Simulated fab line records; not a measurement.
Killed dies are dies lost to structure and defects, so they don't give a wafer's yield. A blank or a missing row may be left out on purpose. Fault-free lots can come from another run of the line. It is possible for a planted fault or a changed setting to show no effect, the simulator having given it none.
Struck lot and sound lot, side by side || flow nand-harc || 14 steps out of a route of 1159
Sound: these wafers, L705.2, L705.3, L705.4. Struck: wafers L711.2, L711.4, L711.5. The cause is given at the end.
Order at every step that has rows: each side's tool, ch and its chambers, its first start. Under that, the readings that differ: sound wafers || struck wafers || difference of the means || sigmas: that difference in standard deviations of wafers without a fault.
alike: same words and numbers on both sides, and readings whose means sit less than 2 such deviations apart. not compared: any withheld reading, any reading some wafer has no value for, any bound like >300 that may hide the same value, and any number with overlapping values for which the record gives no deviation.
The two part at a step that has a row with sigmas, a row that says differs or no value, or rows on one side only. Numbers that don't overlap but have no deviation are shown without sigmas and don't part them. A reading missing from all wafers of one side parts the sides only when that side holds two or more wafers.

NHARC_A_M1_OVL_MEAS_10: pitch 240 nm.
  sound on overlay-01 at day 20 03:41; struck on overlay-02 at day 21 16:44
  alike: overlay-x-nm, overlay-y-nm
NHARC_A_M1_INSPECT_11:
  sound on defect-inspect-02 at day 20 03:43; struck on defect-inspect-01 at day 21 16:47
  alike: raw-defect-count
NHARC_A_M1_DESCUM_14: chemistry O2, time 3 s.
  sound on rie-diel-03 ch 0,3, day 20 03:47; struck on rie-diel-11 ch 0,2, day 21 16:51
  alike: drypump-motor-current-A, oes-product-au, rf-vpp-V, showerhead-plenum-p-Torr, throttle-valve-pct
  not compared: rf-hours-counter-h
then, 1 step without rows for these wafers: NHARC_A_M1_ETCH_35 (etches the open film in N2/H2, target depth 40 nm, overetch 12 nm, time 43.94 s).
NHARC_A_M1_ETCH_15: etches the open film in C4F8/Ar, target depth 182.5 nm, time 91.2 s.
  sound: rie-diel-03 ch 0,3; struck: rie-diel-11 ch 0,1,2
{"reading": "oes-product-au (a.u.)", "sound": "0.917 0.924 0.921", "struck": "0.953 0.972 0.977", "difference": "+0.047", "sigmas": "+2"}
  alike: rf-vpp-V
  not compared: rf-hours-counter-h
NHARC_A_M1_CD_MEAS_16:
  sound on cd-sem-01 at day 20 04:08; struck on cd-sem-03 at day 21 17:08
  alike: cd-nm
NHARC_A_M1_STRIP_18: strips in N2/H2.
  sound on rie-diel-05 ch 0,1,2, day 20 04:12; struck on rie-diel-05 ch 0,2,3, day 21 17:16
  alike: drypump-motor-current-A, h2-flow-sccm, oes-product-au, power-w, rf-vpp-V, showerhead-plenum-p-Torr, throttle-valve-pct
  not compared: rf-hours-counter-h
NHARC_A_M1_ETCH_28: etches the open film in CF4/N2, target depth 30 nm, time 72.99 s.
  sound: rie-diel-05 ch 0,1,3; struck: rie-diel-05 ch 1,2
  alike: drypump-motor-current-A, oes-product-au, rf-vpp-V, showerhead-plenum-p-Torr, throttle-valve-pct
  not compared: rf-hours-counter-h
then, 2 steps without rows for these wafers: NHARC_A_M1_STRIP_19 (strips in post etch residue remover, time 600 s); NHARC_A_M1_DEGAS_29 (time 60 s).
NHARC_A_M1_PRE_CLEAN_30: time 30 s.
  sound on pvd-sputter-01; struck on pvd-sputter-01
  alike: heater-power-w
then, 1 step without rows for these wafers: NHARC_A_M1_PVD_20 (deposits TaN, target thk 5 nm, time 8.06 s).
NHARC_A_M1_PVD_21: deposits Cu, target thk 30 nm, time 20.49 s.
  sound on pvd-sputter-01 at day 20 05:15; struck on pvd-sputter-01 at day 21 18:08
  no value came back on the struck wafers for cathode-dc-power-W (W), chamber-pressure-pa (Pa), throttle-valve-pct (%); on the sound wafers cathode-dc-power-W (W) reads 4999.1 5000.1 5001.0
then, 1 step without rows for these wafers: NHARC_A_M1_ECD_22 (material Cu, target thk 400 nm).

== WHERE THEY PART ==
First at NHARC_A_M1_ETCH_15; last, within this record, at NHARC_A_M1_PVD_21.

WHY: what the simulator had put in
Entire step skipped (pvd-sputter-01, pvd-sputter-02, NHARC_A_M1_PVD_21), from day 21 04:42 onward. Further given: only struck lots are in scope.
